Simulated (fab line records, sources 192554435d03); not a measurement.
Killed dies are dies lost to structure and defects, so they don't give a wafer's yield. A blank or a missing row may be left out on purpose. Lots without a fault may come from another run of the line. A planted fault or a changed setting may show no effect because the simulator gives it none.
A struck lot beside a sound one | flow n5_finfet | 16 steps out of a route of 1938
Sound: wafers L150.1, L150.2, L150.4. Struck: wafer L160.5. (L160.3, L160.4 of the same lot were not struck and are left out.) The cause comes at the end.
At each step with rows: each side's tool, then ch and its chambers, then its first start. Under that, the readings that differ: sound wafers | struck wafers | difference of the means | sigmas: that difference in standard deviations of wafers without a fault.
alike: readings whose means differ by less than 2 such deviations, and words and numbers that are the same on both sides. not compared: withheld readings, readings that some wafer has no value for, bounds like >300 that may hide the same value, and numbers for which the record gives no deviation and whose values overlap.
The two part at a step that has a row with sigmas, a row that says differs or no value, or rows on one side only. Numbers that don't overlap but have no deviation are shown without sigmas and don't part them. A reading that every wafer of one side lacks parts them only if that side has two wafers or more.

N5_BEOL_M3_SPUTTER_90: material Cu, target thk 4.5 nm, time 8.29 s.
  sound on pvd_sputter-02, day 8 13:34; struck on pvd_sputter-02, day 11 23:59
  alike: chamber_pressure_pa, throttle_valve_pct
then, 1 step without rows for these wafers: N5_BEOL_M3_ANNEAL_91 (time 240 s).
N5_BEOL_M3_SPUTTER_92: material Cu, target thk 4.5 nm, time 8.29 s.
  sound on pvd_sputter-02, day 8 13:47; struck on pvd_sputter-02, day 12 00:13
  alike: chamber_pressure_pa, throttle_valve_pct
then, 2 steps without rows for these wafers: N5_BEOL_M3_ANNEAL_93 (time 240 s); N5_BEOL_M3_SPUTTER_94 (material Cu, target thk 4.5 nm, time 8.29 s).
N5_BEOL_M3_ANNEAL_95: time 240 s.
  sound on pvd_sputter-02, day 8 14:05; struck on pvd_sputter-02, day 12 00:31
  alike: heater_power_w
then, 2 steps without rows for these wafers: N5_BEOL_M3_SPUTTER_96 (material Cu, target thk 4.5 nm, time 8.29 s); N5_BEOL_M3_ECD_50 (material Cu, target thk 300 nm).
N5_BEOL_M3_ANNEAL_51: time 90 s.
  sound on rtp_anneal-02 ch 0, day 8 19:05; struck on rtp_anneal-01 ch 0, day 12 00:56
  alike: wafer_temp_C_max
N5_BEOL_M3_CMP_52: polishes, stops on SiOC, t overpolish 6.8 s, target thk 40 nm.
  sound on cmp-02 ch 0,1,3, day 8 19:24; struck on cmp-02 ch 3, day 12 01:11
  alike: barrier_field_endpoint_s, clearing_platen_down_force_psi, motor_current_A, overpolish_run_s, retaining_ring_pressure_frac, time_to_endpoint_s
N5_BEOL_M3_THK_MEAS_53: measures by xrf.
  sound on film_metro-02, day 8 19:42; struck on film_metro-01, day 12 01:26
  alike: M3_THK
then, 1 step without rows for these wafers: N5_BEOL_M3_PRE_CLEAN_60 (time 15 s).
N5_BEOL_M3_CO_CAP_55: material Co, precursor CCTBA/H2, target thk 2 nm, time 102.1 s.
  sound on cvd_co-02 ch 0,1,2, day 8 19:46; struck on cvd_co-02 ch 0, day 12 01:32
  reading                                   | sound             | struck | difference | sigmas
  chamber_pressure_Torr (Torr)              | 29.94 29.99 29.92 | 30.08  | +0.13      | +2
  run_length_s (s)                          | 125.5 125.7 125.2 | 167.7  | +42.2      | +83
  model.Co_of_BEOL_M3_CO_CAP_55.thk_nm (nm) | 2.2 2 2.2         | 2.6    | +0.5       |
  alike: heater_power_w
then, 1 step without rows for these wafers: N5_BEOL_M3_PRE_CLEAN_56 (time 15 s).
N5_BEOL_M4_RC_MEAS_101:
  sound on prober-01 ch 0, day 9 04:10; struck on prober-02 ch 0, day 12 19:52
  alike: DIBL_N, DIBL_P, IOFF_N, IOFF_P, ION_N, ION_P, SS_N, SS_P, VT_N, VT_P
then, 1 step without rows for these wafers: N5_PASSIVATION_PROBE_49.

WHERE THEY PART
Only at N5_BEOL_M3_CO_CAP_55, within this record. Later steps at which nothing parts them and some readings are alike: N5_BEOL_M4_RC_MEAS_101.

WHY: what the simulator had put in
Process parameter drift: cvd_co-02, from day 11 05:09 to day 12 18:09, at N5_BEOL_M3_CO_CAP_55. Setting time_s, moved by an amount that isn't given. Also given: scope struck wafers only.
